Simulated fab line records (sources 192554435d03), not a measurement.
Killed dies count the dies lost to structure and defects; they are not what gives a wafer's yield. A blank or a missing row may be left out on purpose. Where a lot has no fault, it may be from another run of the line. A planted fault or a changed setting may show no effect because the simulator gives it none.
Chamber matching / flow n5 finfet / N5_BEOL_M12_DESCUM_15 on rie diel-05 has 4 sister chambers
The step chemistry O2, time 7.9 s. 22 wafers are shown with their chamber, then 11 later ones without.

== EACH WAFER AND ITS CHAMBER ==
wafer=L075.4; chamber=3; drypump motor current A (A)=4.9; throttle valve pct (%)=19.99; showerhead plenum p Torr (Torr)=2.04
wafer=L075.5; chamber=0; drypump motor current A (A)=6.0; throttle valve pct (%)=20.23; showerhead plenum p Torr (Torr)=2.00
wafer=L075.6; chamber=3; drypump motor current A (A)=4.9; throttle valve pct (%)=20.00; showerhead plenum p Torr (Torr)=2.04
wafer=L079.1; chamber=3; drypump motor current A (A)=4.9; throttle valve pct (%)=20.01; showerhead plenum p Torr (Torr)=2.04
wafer=L079.3; chamber=2; drypump motor current A (A)=6.6; throttle valve pct (%)=20.68; showerhead plenum p Torr (Torr)=2.08
wafer=L079.6; chamber=1; drypump motor current A (A)=6.4; throttle valve pct (%)=20.31; showerhead plenum p Torr (Torr)=2.04
wafer=L083.2; chamber=0; drypump motor current A (A)=6.0; throttle valve pct (%)=20.26; showerhead plenum p Torr (Torr)=1.99
wafer=L083.5; chamber=2; drypump motor current A (A)=6.6; throttle valve pct (%)=20.71; showerhead plenum p Torr (Torr)=2.08
wafer=L083.6; chamber=1; drypump motor current A (A)=6.4; throttle valve pct (%)=20.34; showerhead plenum p Torr (Torr)=2.04
wafer=L084.2; chamber=2; drypump motor current A (A)=6.6; throttle valve pct (%)=20.72; showerhead plenum p Torr (Torr)=2.08
wafer=L084.3; chamber=3; drypump motor current A (A)=4.9; throttle valve pct (%)=20.01; showerhead plenum p Torr (Torr)=2.04
wafer=L084.6; chamber=0; drypump motor current A (A)=6.0; throttle valve pct (%)=20.26; showerhead plenum p Torr (Torr)=1.99
wafer=L085.2; chamber=1; drypump motor current A (A)=6.4; throttle valve pct (%)=20.34; showerhead plenum p Torr (Torr)=2.03
wafer=L085.5; chamber=2; drypump motor current A (A)=6.6; throttle valve pct (%)=20.72; showerhead plenum p Torr (Torr)=2.08
wafer=L085.6; chamber=1; drypump motor current A (A)=6.3; throttle valve pct (%)=20.35; showerhead plenum p Torr (Torr)=2.03
wafer=L093.3; chamber=1; drypump motor current A (A)=6.4; throttle valve pct (%)=20.39; showerhead plenum p Torr (Torr)=2.03
wafer=L093.4; chamber=0; drypump motor current A (A)=6.0; throttle valve pct (%)=20.29; showerhead plenum p Torr (Torr)=1.99
wafer=L093.6; chamber=3; drypump motor current A (A)=4.9; throttle valve pct (%)=20.07; showerhead plenum p Torr (Torr)=2.03
wafer=L092.1; chamber=3; drypump motor current A (A)=4.9; throttle valve pct (%)=20.07; showerhead plenum p Torr (Torr)=2.03
wafer=L092.2; chamber=0; drypump motor current A (A)=6.0; throttle valve pct (%)=20.30; showerhead plenum p Torr (Torr)=1.99
wafer=L092.3; chamber=1; drypump motor current A (A)=6.4; throttle valve pct (%)=20.38; showerhead plenum p Torr (Torr)=2.03
wafer=L094.1; chamber=1; drypump motor current A (A)=6.4; throttle valve pct (%)=20.38; showerhead plenum p Torr (Torr)=2.03

SIGNATURES, as means of the wafers listed above
reading=drypump motor current A; chamber 0=6.000; chamber 1=6.386; chamber 2=6.600; chamber 3=4.900; scatter within a chamber=0.0218
reading=throttle valve pct; chamber 0=20.2680; chamber 1=20.3557; chamber 2=20.7075; chamber 3=20.0250; scatter within a chamber=0.0293
reading=showerhead plenum p Torr; chamber 0=1.9920; chamber 1=2.0329; chamber 2=2.0800; chamber 3=2.0367; scatter within a chamber=0.00445
Rule: a wafer lies at a distance from a chamber equal to the root of the sum of squares, over the readings, of (its reading less the chamber's mean, divided by the reading's scatter). The wafer belongs to the nearest chamber; if the next one is less than 2 further off, it can't be placed. How the scatter is found: for the shown wafers, subtract from each reading the mean of its chamber, square and add these, divide the total by (wafers less chambers), then take the root.

== WAFERS WITHOUT THEIR CHAMBER ==
wafer=L094.5; drypump motor current A (A)=6.6; throttle valve pct (%)=20.31; showerhead plenum p Torr (Torr)=2.07
wafer=L094.6; drypump motor current A (A)=4.9; throttle valve pct (%)=20.06; showerhead plenum p Torr (Torr)=2.03
wafer=L095.2; drypump motor current A (A)=6.0; throttle valve pct (%)=20.31; showerhead plenum p Torr (Torr)=1.98
wafer=L095.3; drypump motor current A (A)=6.4; throttle valve pct (%)=20.39; showerhead plenum p Torr (Torr)=2.03
wafer=L095.4; drypump motor current A (A)=6.6; throttle valve pct (%)=20.32; showerhead plenum p Torr (Torr)=2.07
wafer=L096.2; drypump motor current A (A)=6.4; throttle valve pct (%)=20.40; showerhead plenum p Torr (Torr)=2.02
wafer=L096.4; drypump motor current A (A)=6.0; throttle valve pct (%)=20.32; showerhead plenum p Torr (Torr)=1.98
wafer=L096.6; drypump motor current A (A)=4.9; throttle valve pct (%)=20.08; showerhead plenum p Torr (Torr)=2.02
wafer=L097.3; drypump motor current A (A)=4.9; throttle valve pct (%)=20.09; showerhead plenum p Torr (Torr)=2.02
wafer=L097.5; drypump motor current A (A)=6.4; throttle valve pct (%)=20.39; showerhead plenum p Torr (Torr)=2.02
wafer=L097.6; drypump motor current A (A)=6.6; throttle valve pct (%)=20.31; showerhead plenum p Torr (Torr)=2.07

== THE CHAMBER EACH PASSED THROUGH ==
wafer=L094.5; from the rows above=can't be placed: 1 or 2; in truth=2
wafer=L094.6; from the rows above=3; in truth=3
wafer=L095.2; from the rows above=0; in truth=0
wafer=L095.3; from the rows above=1; in truth=1
wafer=L095.4; from the rows above=can't be placed: 1 or 2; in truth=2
wafer=L096.2; from the rows above=1; in truth=1
wafer=L096.4; from the rows above=0; in truth=0
wafer=L096.6; from the rows above=3; in truth=3
wafer=L097.3; from the rows above=3; in truth=3
wafer=L097.5; from the rows above=1; in truth=1
wafer=L097.6; from the rows above=can't be placed: 1 or 2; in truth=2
8 of 11 placed correctly. Not placeable from these rows: 3 (in 3, the candidates include the true chamber). Placed wrongly: 0.
